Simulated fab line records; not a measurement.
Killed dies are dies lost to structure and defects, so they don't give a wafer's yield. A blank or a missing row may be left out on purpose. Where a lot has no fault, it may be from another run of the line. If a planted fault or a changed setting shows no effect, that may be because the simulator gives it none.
fab line records	flow nand_harc
record: lots: 12	wafers: 36	last_day: 24
route steps=1159 shown A_STAIRCASE@665 HYBRID_BOND@1094 THIN_TSV@1136 END@1159
lots with no fault: from the same line, run without faults
start_h: start of the lot's first displayed wafer, in hours after the record's first day	wait_h: how many hours have passed since the lot's step before this one	" the same as in the row above	L1.1+2: a row that stands for several wafers	- value missing, or start not given	* or withheld: withheld	< > ~ a bound
route shown NAME@n: NAME is a module with steps in the file, n the number in the route of the first one	usual: the fault-free wafers' mean and standard deviation	same: alike in all rows	chamber/n: place in a boat	sites: readings site by site	_std_site: the values' standard deviation	_edge_site: outer sites' mean less inner sites'	radius_mm: for every site, how far away it sits from the centre of the wafer	mask NAME#n: copy n	behind: tool/chamber where the wafer was last shaped	hold: why the lot was held/for how many hours/how that ended	device: the n, p or np transistor that did not switch	end of line: the route-end tests of the same wafers	step lacking rows: just its recipe	killed: the dies lost at the first sort to structure and to defects; this is not the yield of the wafer	map: the dies of a wafer, with x for killed, . for not killed, _ for no die there
set.NAME: the run value of the setting; set.NAME@STEP: its run value at that earlier step	model.NAME: the simulator's own value behind a step, which no gauge read
one table for each step of the route and one row for each wafer, over a sample of lots
services: from which hour (start_h, from the record's first day; less than 0 if before it) a tool's chamber was out of use, for how many hours, and why
== steps ==
step: NHARC_A_STAIRCASE_ETCH_292
recipe: cf4_flow_sccm: 100	chf3_flow_sccm: 30	ar_flow_sccm: 0	rf_w: 500	bias_w: 200	chemistry: CF4/CHF3
usual: chamber_pressure_mTorr: 25.002/0.023	drypump_motor_current_A: 5.6/0.47	oes_product_au: 0.949/0.023	rf_vpp_V: 370.2/2.3	showerhead_plenum_p_Torr: 1.56/0.066	throttle_valve_pct: 16.802/0.0094
lot.wafer	tool	chamber	start_h	wait_h	chamber_pressure_mTorr	drypump_motor_current_A	oes_product_au	rf_hours_counter_h	rf_vpp_V	showerhead_plenum_p_Torr	throttle_valve_pct
L226.4	rie_diel-12	3	253.60	0.1	24.987	6.0	0.978	15	373.0	1.63	16.799
L226.2	"	1	"	"	24.997	5.0	0.969	13	367.0	1.50	16.804
L226.6	"	3	"	"	24.996	6.0	0.980	-	372.7	1.63	16.807
L228.3	rie_diel-11	2	262.12	0.1	24.999	4.8	0.986	28	372.9	1.65	16.813
L228.2	"	0	"	"	24.990	5.1	0.969	27	366.5	1.47	16.793
L228.5	"	1	"	"	24.982	6.4	0.970	-	367.8	1.50	16.802
L227.3	rie_diel-12	1	263.31	0.1	25.018	5.0	0.925	15	368.7	1.50	16.789
L227.1	"	2	"	"	24.981	5.8	0.923	17	371.3	1.57	16.808
L227.6	"	0	"	"	24.980	5.7	0.930	-	369.2	1.57	16.804
L230.3	rie_diel-12	2	274.30	0.1	25.025	5.8	0.945	20	370.6	1.57	16.797
L230.6	"	3	"	"	25.044	5.9	0.962	-	372.1	1.63	16.804
L230.5	"	0	"	"	25.010	5.7	0.943	-	369.3	1.57	16.804
L233.4	rie_diel-11	3	291.92	0.1	25.022	5.9	0.987	38	372.7	1.67	16.805
L233.5	"	3	"	"	24.991	5.9	0.986	-	373.0	1.67	16.805
L233.6	"	0	"	"	24.993	5.1	0.977	-	367.5	1.47	16.811
L232.1	rie_diel-12	3	292.22	0.1	25.040	5.9	0.915	26	371.7	1.63	16.802
L232.6	"	1	"	"	24.952	5.0	0.908	-	368.3	1.50	16.793
L232.5	"	2	"	"	24.961	5.8	0.925	-	370.3	1.57	16.807
L234.3	rie_diel-04	2	310.52	0.1	24.996	5.7	0.953	5	368.5	1.54	16.797
L234.4	"	3	"	"	25.007	5.3	0.951	5	371.2	1.63	16.812
L234.6	"	1	"	"	24.987	6.2	0.959	-	369.1	1.52	16.777
L235.2	rie_diel-04	3	312.32	0.1	25.006	5.3	0.975	6	372.4	1.63	16.806
L235.3	"	1	"	"	24.985	6.2	0.996	1	368.9	1.52	16.791
L235.4	"	2	"	"	24.971	5.7	0.985	6	367.6	1.54	16.798
L239.2	rie_diel-11	0	331.52	0.1	24.959	5.0	0.971	53	367.4	1.47	16.821
L239.3	"	1	"	"	25.016	6.4	0.978	56	367.7	1.49	16.808
L239.5	"	3	"	"	24.989	5.9	0.991	-	374.4	1.67	16.806
L236.3	rie_diel-12	3	341.78	0.1	25.008	5.9	0.930	44	371.2	1.63	16.810
L236.4	"	0	"	"	24.971	5.8	0.944	44	369.0	1.57	16.807
L236.2	"	1	"	"	25.051	5.0	0.929	43	366.9	1.49	16.814
L244.1	rie_diel-12	3	371.64	0.1	25.021	5.9	0.925	56	372.4	1.62	16.791
L244.2	"	2	"	"	25.016	5.8	0.923	56	369.1	1.56	16.807
L244.6	"	0	"	"	25.020	5.7	0.924	-	370.5	1.56	16.803
L249.3	rie_diel-12	3	391.35	0.1	25.009	5.9	0.943	1	372.4	1.62	16.811
L249.2	"	0	"	"	25.007	5.8	0.937	1	369.7	1.56	16.812
L249.6	"	0	"	"	25.027	5.7	0.941	-	368.6	1.56	16.799
step: NHARC_HYBRID_BOND_ACTIVATE_00
recipe: time_s: 60	n2_flow_sccm: 200	ar_flow_sccm: 0	bias_power_w: 0	chemistry: N2
usual: drypump_motor_current_A: 5.9/0.36	oes_product_au: 1.003/0.0082	rf_vpp_V: 63.9/0.88	showerhead_plenum_p_Torr: 1.74/0.068
lot.wafer	tool	chamber	start_h	wait_h	drypump_motor_current_A	oes_product_au	rf_hours_counter_h	rf_vpp_V	showerhead_plenum_p_Torr
L226.4	rie_diel-12	3	406.13	0.1	5.9	1.010	5	64.1	1.82
L226.2	"	1	"	"	5.0	0.992	5	64.3	1.66
L226.6	"	3	"	"	6.0	1.012	-	63.7	1.82
L227.3	rie_diel-05	1	413.60	0.1	5.9	1.012	6	63.3	1.64
L227.1	"	3	"	"	6.3	1.011	6	65.0	1.83
L227.6	"	2	"	"	6.1	0.998	-	64.8	1.78
L228.3	rie_diel-05	1	414.45	0.1	6.0	1.019	6	62.4	1.64
L228.2	"	2	"	"	6.2	1.010	6	65.0	1.78
L228.5	"	1	"	"	6.0	1.012	-	64.4	1.64
L230.3	rie_diel-05	2	417.30	0.1	6.1	1.022	6	64.0	1.78
L230.6	"	2	"	"	6.2	1.003	-	63.2	1.78
L230.5	"	3	"	"	6.4	1.006	-	65.5	1.83
L232.1	rie_diel-05	0	455.54	0.1	5.8	0.997	11	62.8	1.73
L232.5	"	2	"	"	6.2	1.016	-	64.1	1.78
L232.6	"	3	"	"	6.4	1.006	-	63.5	1.83
L233.4	rie_diel-05	3	456.27	0.1	6.4	1.005	9	63.4	1.83
L233.6	"	0	"	"	5.8	0.998	-	64.7	1.73
L233.5	"	1	"	"	5.9	1.004	-	62.9	1.64
L234.4	rie_diel-12	0	463.13	0.1	5.8	0.992	24	64.3	1.75
L234.3	"	2	"	"	5.8	1.006	26	62.6	1.75
L234.6	"	1	"	"	5.0	0.995	-	62.0	1.66
L235.2	rie_diel-05	0	463.72	0.1	5.8	1.005	13	62.6	1.73
L235.4	"	1	"	"	5.9	1.004	11	65.0	1.64
L235.3	"	3	"	"	6.4	0.998	11	63.9	1.83
L239.2	rie_diel-04	0	482.00	0.1	5.1	1.008	2	63.0	1.64
L239.3	"	1	"	"	6.2	0.999	2	64.1	1.68
L239.5	"	0	"	"	5.0	1.001	-	62.2	1.64
L236.4	rie_diel-05	3	491.83	0.1	6.4	0.996	14	63.0	1.82
L236.2	"	0	"	"	5.8	1.009	15	63.3	1.72
L236.3	"	1	"	"	5.9	1.001	14	64.9	1.64
L244.2	rie_diel-05	1	531.20	0.1	5.9	1.001	1	62.8	1.64
L244.1	"	2	"	"	6.2	1.023	1	64.6	1.78
L244.6	"	0	"	"	5.8	1.005	-	63.8	1.72
L249.2	rie_diel-05	2	542.51	0.1	6.2	1.005	2	65.1	1.78
L249.3	"	3	"	"	6.3	0.994	3	64.8	1.82
L249.6	"	1	"	"	6.0	0.993	-	64.0	1.64
step: NHARC_THIN_TSV_DEGAS_53
recipe: temp_c: 300	time_s: 60
usual: heater_power_w: 458/47	susceptor_temp_C: 299.96/0.2
lot.wafer	tool	chamber	start_h	wait_h	heater_power_w	susceptor_temp_C
L226.4	pvd_sputter-01	-	428.11	0.1	430	-
L226.2	"	-	"	"	403	-
L226.6	"	-	"	"	419	-
L227.1	pvd_sputter-03	-	429.73	0.1	582	-
L227.3	"	-	"	"	518	-
L227.6	"	-	"	"	515	-
L228.2	pvd_sputter-01	-	440.16	0.1	439	-
L228.3	"	-	"	"	411	-
L228.5	"	-	"	"	489	-
L230.3	pvd_sputter-01	-	441.25	0.1	406	299.91
L230.6	"	-	"	"	435	299.99
L230.5	"	-	"	"	424	300.33
L233.4	pvd_sputter-03	-	473.69	0.1	432	299.84
L233.5	"	-	"	"	444	299.88
L233.6	"	-	"	"	487	299.62
L232.1	pvd_sputter-03	-	474.55	0.1	495	299.95
L232.5	"	-	"	"	583	300.32
L232.6	"	-	"	"	491	300.03
L234.4	pvd_sputter-01	-	482.16	0.1	419	-
L234.3	"	-	"	"	423	-
L234.6	"	-	"	"	481	-
L235.2	pvd_sputter-02	-	482.58	0.1	422	299.92
L235.3	"	-	"	"	410	299.74
L235.4	"	-	"	"	444	299.92
L239.3	pvd_sputter-02	-	502.06	0.1	449	299.82
L239.2	"	-	"	"	422	299.68
L239.5	"	-	"	"	439	299.50
L236.3	pvd_sputter-02	-	509.15	0.1	427	299.91
L236.4	"	-	"	"	417	300.32
L236.2	"	-	"	"	530	299.83
L244.2	pvd_sputter-02	-	552.93	0.1	506	299.96
L244.1	"	-	"	"	439	299.91
L244.6	"	-	"	"	501	299.78
L249.3	pvd_sputter-01	-	561.45	0.1	411	299.98
L249.2	"	-	"	"	479	299.99
L249.6	"	-	"	"	490	300.08
step: NHARC_THIN_TSV_ETCH_36
recipe: target_depth_a: 650	over_etch_frac: 0.3	time_s: 18.571	ion_energy_ev: 150	chemistry: Cl2/BCl3
usual: chamber_pressure_mTorr: 9.999/0.0095	drypump_motor_current_A: 6.33/0.29	oes_product_au: 1.001/0.0078
lot.wafer	tool	chamber	start_h	wait_h	chamber_pressure_mTorr	drypump_motor_current_A	oes_product_au	rf_hours_counter_h
L226.2	rie_metal-03	0	429.80	0.2	9.993	6.47	1.007	4.2
L226.4	"	1	"	"	9.997	6.23	1.002	-
L226.6	"	1	"	"	9.997	6.20	1.003	-
L227.1	rie_metal-01	0	431.39	0.2	10.013	6.64	0.997	3.0
L227.3	"	1	"	"	10.010	6.37	0.987	-
L227.6	"	1	"	"	9.983	6.38	0.985	-
L228.2	rie_metal-03	0	441.74	0.2	10.008	6.41	1.003	4.6
L228.3	"	1	"	"	9.992	6.18	1.004	-
L228.5	"	1	"	"	9.994	6.19	0.997	-
L230.3	rie_metal-02	0	442.95	0.2	9.990	6.54	1.000	-
L230.5	"	1	"	"	10.015	5.68	1.006	-
L230.6	"	0	"	"	10.000	6.54	0.998	-
L233.4	rie_metal-01	1	475.30	0.2	9.988	6.35	0.997	-
L233.6	"	0	"	"	9.989	6.61	0.991	-
L233.5	"	1	"	"	9.993	6.38	0.994	-
L232.1	rie_metal-02	0	476.21	0.2	10.008	6.57	1.005	2.5
L232.5	"	1	"	"	9.991	5.70	0.988	-
L232.6	"	0	"	"	9.985	6.55	0.996	-
L234.3	rie_metal-01	1	483.87	0.2	10.005	6.33	1.001	-
L234.4	"	0	"	"	9.998	6.61	1.013	-
L234.6	"	1	"	"	10.010	6.35	1.000	-
L235.2	rie_metal-02	1	484.27	0.2	10.014	5.69	0.994	2.7
L235.4	"	1	"	"	10.013	5.71	0.983	-
L235.3	"	0	"	"	9.987	6.55	1.000	-
L239.2	rie_metal-03	0	503.75	0.2	10.003	6.47	1.015	1.4
L239.3	"	1	"	"	10.007	6.19	0.997	-
L239.5	"	0	"	"	10.001	6.47	1.001	-
L236.2	rie_metal-03	0	510.88	0.2	10.010	6.45	1.008	1.6
L236.4	"	1	"	"	9.994	6.18	1.009	-
L236.3	"	0	"	"	9.996	6.46	1.000	-
L244.2	rie_metal-03	0	554.61	0.2	9.997	6.48	0.996	3.0
L244.1	"	1	"	"	10.008	6.21	1.000	3.0
L244.6	"	1	"	"	9.996	6.16	1.016	-
L249.2	rie_metal-01	1	563.02	0.2	10.003	6.36	1.008	1.6
L249.3	"	0	"	"	10.006	6.65	1.014	-
L249.6	"	0	"	"	9.999	6.65	1.010	-
step: NHARC_END_SORT_01
recipe: temp_c: 25
usual: killed_at_array: 29/11	killed_at_other: 0.6/0.92	killed_at_periphery: 3.2/2	killed_dies: 33/11	killed_open: 3.2/2	killed_short: 1.9/1.5
same: gross_dies: 677
lot.wafer	tool	chamber	start_h	wait_h	killed_at_array	killed_at_other	killed_at_periphery	killed_dies	killed_open	killed_short
L244.1	prober-02	0	570.57	2.5	121	1	2	124	2	2
L244.2	prober-02	0	571.37	2.8	117	2	0	119	0	0
L244.6	prober-02	0	574.57	4.0	105	2	1	108	5	1
L249.2	prober-02	0	579.19	2.8	88	0	3	91	0	1
L249.3	prober-02	0	579.98	3.1	131	0	6	137	3	5
L249.6	prober-02	0	582.36	4.0	97	0	5	102	2	0
killed by level:class
L244.1 A_STAIRCASE:unspecified=80 A_SLIT:chamber_film_flake=19 A_STAIRCASE:chamber_film_flake=8 A_CHANNEL_HOLE_D1:chamber_film_flake=7 A_CONTACT:chamber_film_flake=4 P_M0:geometric_particle:open=1 A_ONON_D1:geometric_particle:short=1 A_CONTACT:geometric_particle:open=1
L244.2 A_STAIRCASE:unspecified=78 A_CHANNEL_HOLE_D1:chamber_film_flake=15 A_SLIT:chamber_film_flake=15 A_STAIRCASE:chamber_film_flake=6 A_CONTACT:chamber_film_flake=3 THIN_TSV:chamber_film_flake=2
L244.6 A_STAIRCASE:unspecified=56 A_CHANNEL_HOLE_D1:chamber_film_flake=22 A_SLIT:chamber_film_flake=14 A_CONTACT:chamber_film_flake=4 A_STAIRCASE:chamber_film_flake=3 A_CHANNEL_FILL_D1:geometric_particle:open=2 THIN_TSV:chamber_film_flake=2 A_SOURCE_PLATE:geometric_particle:short=1
L249.2 A_STAIRCASE:unspecified=60 A_SLIT:chamber_film_flake=17 A_CHANNEL_HOLE_D1:chamber_film_flake=6 P_M2:chamber_film_flake=3 A_CONTACT:chamber_film_flake=2 A_BLC:geometric_particle:short=1 A_STAIRCASE:chamber_film_flake=1 A_BLC:chamber_film_flake=1
L249.3 A_STAIRCASE:unspecified=80 A_SLIT:chamber_film_flake=16 A_CONTACT:chamber_film_flake=14 A_BLC:chamber_film_flake=7 A_STAIRCASE:chamber_film_flake=4 A_CHANNEL_HOLE_D1:chamber_film_flake=3 A_M1:geometric_particle:short=2 P_M2:chamber_film_flake=2
L249.6 A_STAIRCASE:unspecified=58 A_SLIT:chamber_film_flake=13 A_CHANNEL_HOLE_D1:chamber_film_flake=9 A_CONTACT:chamber_film_flake=7 A_BLC:chamber_film_flake=5 A_STAIRCASE:chamber_film_flake=3 P_M2:chamber_film_flake=2 A_WL_FILL:chamber_film_flake=2
== services ==
tool	chamber	start_h	hours	kind
pvd_sputter-01	-	234.33	4.0	repair
rie_diel-05	3	242.26	20.0	repair
rie_diel-05	2	247.84	5.2	repair
rie_metal-03	0	272.26	15.0	repair
rie_metal-03	-	276.00	9.0	pm
pvd_sputter-01	-	290.02	7.5	repair
pvd_sputter-01	-	307.73	7.5	repair
pvd_sputter-01	-	335.26	4.7	repair
rie_diel-05	-	340.60	9.0	pm
rie_diel-05	1	355.57	6.6	repair
rie_diel-05	3	364.36	1.8	repair
rie_diel-05	2	373.51	1.6	repair
rie_diel-12	-	379.69	9.0	pm
rie_diel-05	3	383.23	4.3	repair
rie_metal-03	0	386.19	3.6	repair
rie_diel-05	-	406.41	1.4	repair
rie_diel-12	3	406.51	1.2	repair
rie_diel-12	-	423.86	1.4	repair
rie_diel-12	3	450.91	2.4	repair
rie_metal-03	-	453.00	9.0	pm
rie_diel-12	3	504.83	5.6	repair
rie_diel-05	-	517.60	9.0	pm
rie_diel-12	1	533.17	5.9	repair
rie_diel-12	-	557.40	9.0	pm
== key ==
first_sign: step: NHARC_END_SORT_01	reading: killed_at_array	direction: up	sigmas: 7.6	usual: 29	struck: 110
effect: step: NHARC_END_SORT_01	reading: killed_dies	direction: up	sigmas: 7.3	usual: 33	struck: 114
more_kills_born_at: NHARC_A_STAIRCASE_ETCH_292@rie_diel-12: 409
met_at NHARC_A_STAIRCASE_ETCH_292
struck_lots L244,L249
tester_left_out L244,L249
not_acting_at NHARC_HYBRID_BOND_ACTIVATE_00,NHARC_THIN_TSV_DEGAS_53,NHARC_THIN_TSV_ETCH_36
onset_between 341.78 371.64
also_fits time
fault: kind: chamber_particle_source	tool: rie_diel-12	chamber: -	onset_h: 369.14	steps: NHARC_A_STAIRCASE_ETCH_292	rate_per_visit_cm2: 0.6881	end_h: 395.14
tester_left_out: of these lots the tester's yield and bins aren't shown, on N5 and GAA mostly nor the transistor test; their killed dies are dies lost to structure and defects alone, not to doping, threshold or leakage, so they don't give the yield
